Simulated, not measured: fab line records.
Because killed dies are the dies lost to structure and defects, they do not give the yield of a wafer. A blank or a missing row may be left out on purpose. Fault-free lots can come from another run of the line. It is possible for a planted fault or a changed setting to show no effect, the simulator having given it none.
Matching of chambers / flow n5-finfet / N5_BEOL_M8_ETCH_61 on rie-diel-06: 4 sister chambers
The step etches SiARC in CF4, target depth 45.5 nm, time 75.8 s. 4 wafers are shown with their chamber, then 8 later ones without.

== WAFERS PAIRED WITH THEIR CHAMBERS ==
wafer=L084.4; chamber=0; showerhead-plenum-p-Torr (Torr)=2.17
wafer=L090.1; chamber=1; showerhead-plenum-p-Torr (Torr)=2.26
wafer=L090.6; chamber=3; showerhead-plenum-p-Torr (Torr)=2.26
wafer=L088.3; chamber=2; showerhead-plenum-p-Torr (Torr)=2.18

== WAFERS WITH NO CHAMBER GIVEN ==
wafer=L088.5; showerhead-plenum-p-Torr (Torr)=2.26
wafer=L088.6; showerhead-plenum-p-Torr (Torr)=2.18
wafer=L092.2; showerhead-plenum-p-Torr (Torr)=2.26
wafer=L092.3; showerhead-plenum-p-Torr (Torr)=2.17
wafer=L092.6; showerhead-plenum-p-Torr (Torr)=2.16
wafer=L094.3; showerhead-plenum-p-Torr (Torr)=2.17
wafer=L094.5; showerhead-plenum-p-Torr (Torr)=2.17
wafer=L094.6; showerhead-plenum-p-Torr (Torr)=2.26

== WHICH CHAMBER EACH WENT THROUGH ==
wafer=L088.5; from the rows above=can't be placed: 1 or 3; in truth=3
wafer=L088.6; from the rows above=2; in truth=2
wafer=L092.2; from the rows above=can't be placed: 1 or 3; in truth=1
wafer=L092.3; from the rows above=0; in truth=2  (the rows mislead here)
wafer=L092.6; from the rows above=0; in truth=0
wafer=L094.3; from the rows above=0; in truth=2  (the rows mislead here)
wafer=L094.5; from the rows above=0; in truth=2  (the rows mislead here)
wafer=L094.6; from the rows above=can't be placed: 1 or 3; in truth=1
Placed correctly: 2 of 8. These rows do not allow placing 3 (true chamber among the candidates in 3). 3 placed wrongly.
How it was worked out, from the rows above alone: a wafer's distance from a chamber is the root of the sum, over the readings, of the square of ((its reading less the chamber's mean) divided by the reading's scatter). If the next closest chamber is less than 2 further off than the closest, the wafer can't be placed; otherwise it belongs to the closest. Each chamber's mean is taken over the wafers shown for it. The scatter (one wafer shown for each chamber): square how far every hidden wafer sits from the nearest shown wafer, average those squares and take the square root.
